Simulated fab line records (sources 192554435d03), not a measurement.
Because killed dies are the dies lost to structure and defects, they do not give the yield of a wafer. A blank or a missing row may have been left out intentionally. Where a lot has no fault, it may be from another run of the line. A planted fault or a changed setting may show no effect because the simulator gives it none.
Matching of chambers + flow n5 finfet + 4 sister chambers for N5_DUMMY_GATE_ALD_02 on ald sin-03
The step deposits SiO2, target thk 2 nm, pulse time 1 s. 4 wafers are shown with their chamber, then 7 later ones without.

WAFERS WITH THEIR CHAMBER
| wafer  | chamber | heater power w (W) |
|--------|---------|--------------------|
| L899.5 | 2       | 365                |
| L901.6 | 3       | 377                |
| L902.1 | 1       | 452                |
| L902.3 | 0       | 508                |

WAFERS MISSING THEIR CHAMBER
| wafer  | heater power w (W) |
|--------|--------------------|
| L902.6 | 375                |
| L905.1 | 373                |
| L905.2 | 449                |
| L905.4 | 518                |
| L907.2 | 366                |
| L907.4 | 455                |
| L907.6 | 396                |

CHAMBER TAKEN BY EACH
| wafer  | from the rows above     | in truth |
|--------|-------------------------|----------|
| L902.6 | can't be placed: 3 or 2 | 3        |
| L905.1 | can't be placed: 3 or 2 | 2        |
| L905.2 | 1                       | 1        |
| L905.4 | 0                       | 0        |
| L907.2 | can't be placed: 2 or 3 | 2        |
| L907.4 | 1                       | 1        |
| L907.6 | can't be placed: 3 or 2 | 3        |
Correctly placed: 3 of 7. These rows do not allow placing 4 (true chamber among the candidates in 4). 0 placed wrongly.
How it was worked out, from the rows above alone: a wafer's distance from a chamber is the root of the sum, over the readings, of the square of ((its reading less the chamber's mean) divided by the reading's scatter). If the next closest chamber is less than 2 further off than the closest, the wafer can't be placed; otherwise it belongs to the closest. Each chamber's mean is taken over the wafers shown for it. The scatter: root of mean squared gap, hidden wafer to nearest shown wafer, with one shown wafer a chamber.
